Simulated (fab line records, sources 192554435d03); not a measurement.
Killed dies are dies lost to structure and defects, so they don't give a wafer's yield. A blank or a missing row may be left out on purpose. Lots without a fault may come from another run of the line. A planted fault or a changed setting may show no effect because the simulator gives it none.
A struck lot beside a sound one | flow n5_finfet | 39 steps out of a route of 1938
Sound: wafers L933.1, L933.3, L933.4. Struck: wafer L942.1. (L942.2 of the same lot was not struck and is left out.) The cause comes at the end.
At each step with rows: each side's tool, then ch and its chambers, then its first start. Under that, the readings that differ: sound wafers | struck wafers | difference of the means | sigmas: that difference in standard deviations of wafers without a fault.
alike: readings whose means differ by less than 2 such deviations, and words and numbers that are the same on both sides. not compared: withheld readings, readings that some wafer has no value for, bounds like >300 that may hide the same value, and numbers for which the record gives no deviation and whose values overlap.
The two part at a step that has a row with sigmas, a row that says differs or no value, or rows on one side only. Numbers that don't overlap but have no deviation are shown without sigmas and don't part them. A reading that every wafer of one side lacks parts them only if that side has two wafers or more.

first, 11 steps without rows for these wafers: N5_BEOL_M2_SPUTTER_92 (material Cu, target thk 4.5 nm, time 8.29 s); N5_BEOL_M2_ANNEAL_93 (time 240 s); N5_BEOL_M2_SPUTTER_94 (material Cu, target thk 4.5 nm, time 8.29 s); N5_BEOL_M2_ANNEAL_95 (time 240 s); N5_BEOL_M2_SPUTTER_96 (material Cu, target thk 4.5 nm, time 8.29 s); N5_BEOL_M2_ECD_50 (material Cu, target thk 300 nm); N5_BEOL_M2_ANNEAL_51 (time 90 s); N5_BEOL_M2_CMP_52 (polishes, stops on SiOC, t overpolish 6.8 s, target thk 40 nm); N5_BEOL_M2_PRE_CLEAN_60 (time 15 s); N5_BEOL_M2_CO_CAP_55 (material Co, precursor CCTBA/H2, target thk 2 nm, time 102.1 s); N5_BEOL_M2_PRE_CLEAN_56 (time 15 s).
N5_BEOL_M2_DEP_57: deposits SiCN from 3MS/NH3, target thk 8 nm, time 14 s.
  sound on pecvd-04 ch 0,2, day 9 10:28; struck on pecvd-04 ch 1, day 11 17:33
  reading                                  | sound   | struck | difference | sigmas
  model.SiCN_of_BEOL_M2_DEP_57.thk_nm (nm) | 8 8 8.2 | 3.4    | -4.7       |
  alike: showerhead_plenum_p_Torr, throttle_valve_pct
then, 22 steps without rows for these wafers: N5_BEOL_M3_ILD_DEP_00 (deposits SiOC from DEMS/O2, target thk 79 nm, time 15.3 s); N5_BEOL_M3_PECVD_72 (deposits SiO2 from TEOS/O2, target thk 16 nm, time 18 s); N5_BEOL_M3_HM_DEP_02 (deposits TiN, target thk 20 nm); N5_BEOL_M3_COAT_61 (time 60 s, resist thk 60 nm); N5_BEOL_M3_COAT_62 (time 60 s, resist thk 12 nm); N5_BEOL_M3_COAT_73 (time 60 s, resist thk 5 nm); N5_BEOL_M3_COAT_05 (resist thk 30 nm); N5_BEOL_M3_EBR_07; N5_BEOL_M3_SOFTBAKE_06 (time 60 s); N5_BEOL_M3_EXPOSE_08 (exposes mask M3); N5_BEOL_M3_PEB_09 (peb time 60 s); N5_BEOL_M3_DEVELOP_10 (develop time 30 s); N5_BEOL_M3_DESCUM_16 (chemistry O2, time 7 s); N5_BEOL_M3_ETCH_74 (etches underlayer in N2/H2, target depth 6.5 nm, time 5.2 s); N5_BEOL_M3_ETCH_63 (etches SiARC in CF4, target depth 15.6 nm, time 26 s); N5_BEOL_M3_ETCH_64 (etches SOC in N2/H2, target depth 75 nm, overetch 15 nm, time 112.5 s); N5_BEOL_M3_STRIP_65 (strips in N2/H2); N5_BEOL_M3_STRIP_75 (strips in N2/H2); N5_BEOL_M3_STRIP_66 (strips in CF4); N5_BEOL_M3_HM_OPEN_17 (chemistry Cl2/BCl3, target TiN, target depth 20 nm, overetch 6 nm); N5_BEOL_M3_STRIP_19 (strips in O2); N5_BEOL_M3_COAT_67 (time 60 s, resist thk 60 nm).
N5_BEOL_M3_CMP_52: polishes, stops on SiOC, t overpolish 6.8 s, target thk 40 nm.
  sound on cmp-02 ch 1,2,3, day 9 23:08; struck on cmp-01 ch 2, day 12 01:42
  reading                                | sound        | struck | difference | sigmas
  model.Cu_of_BEOL_M3_ECD_50.thk_nm (nm) | 39.6 41.4 40 | 34.6   | -5.7       |
  alike: barrier_field_endpoint_s, head_pressure_psi, motor_current_A, overpolish_run_s, pad_life_wafers, slurry_flow_ml_min, time_to_endpoint_s
N5_BEOL_M3_THK_MEAS_53: measures by xrf.
  sound on film_metro-02, day 9 23:26; struck on film_metro-01, day 12 01:58
  reading     | sound          | struck | difference | sigmas
  M3_THK (nm) | 39.8 41.5 40.2 | 34.9   | -5.6       | -4
N5_BEOL_M3_RS_MEAS_58: measures by four-point-probe.
  sound on film_metro-02, day 9 23:43; struck on film_metro-01, day 12 02:13
  reading        | sound             | struck | difference | sigmas
  M3_RS (ohm/sq) | 0.679 0.642 0.670 | 0.809  | +0.145     | +5
N5_BEOL_M4_RC_MEAS_101:
  sound on prober-02 ch 0, day 10 17:52; struck on prober-01 ch 0, day 12 13:57
  reading                   | sound       | struck | difference | sigmas
  SERP_M3 (ohm/um)          | 193 187 207 | 238    | +42        | +4
  SERP_M3_max_site (ohm/um) | 201 193 216 | 255    | +52        | +4
  alike: DIBL_N, DIBL_P, IOFF_N, IOFF_P, ION_N, ION_P, SS_N, SS_P, VT_N, VT_P
-- the record jumps here: 4 days lie between the struck wafers' starts before and after (it left off in module BEOL_M4 and takes up again in module PASSIVATION, whose first step shown is number 1936 of the route) --
N5_PASSIVATION_PROBE_49:
  sound on prober-01, day 14 19:10; struck on prober-01, day 16 14:01
  alike: defect_limited_yield, killed_at_M0_to_M3, killed_at_M4_up, killed_at_contacts, killed_at_front_end, killed_at_other, killed_dies, killed_on_rim, killed_open, killed_short, sort_bin_5_function, sort_bin_6_memory, sort_n_pass, sort_yield_pct

WHERE THEY PART
First at N5_BEOL_M3_THK_MEAS_53; last, within this record, at N5_BEOL_M4_RC_MEAS_101. Later steps at which nothing parts them and some readings are alike: N5_PASSIVATION_PROBE_49.

WHY: what the simulator had put in
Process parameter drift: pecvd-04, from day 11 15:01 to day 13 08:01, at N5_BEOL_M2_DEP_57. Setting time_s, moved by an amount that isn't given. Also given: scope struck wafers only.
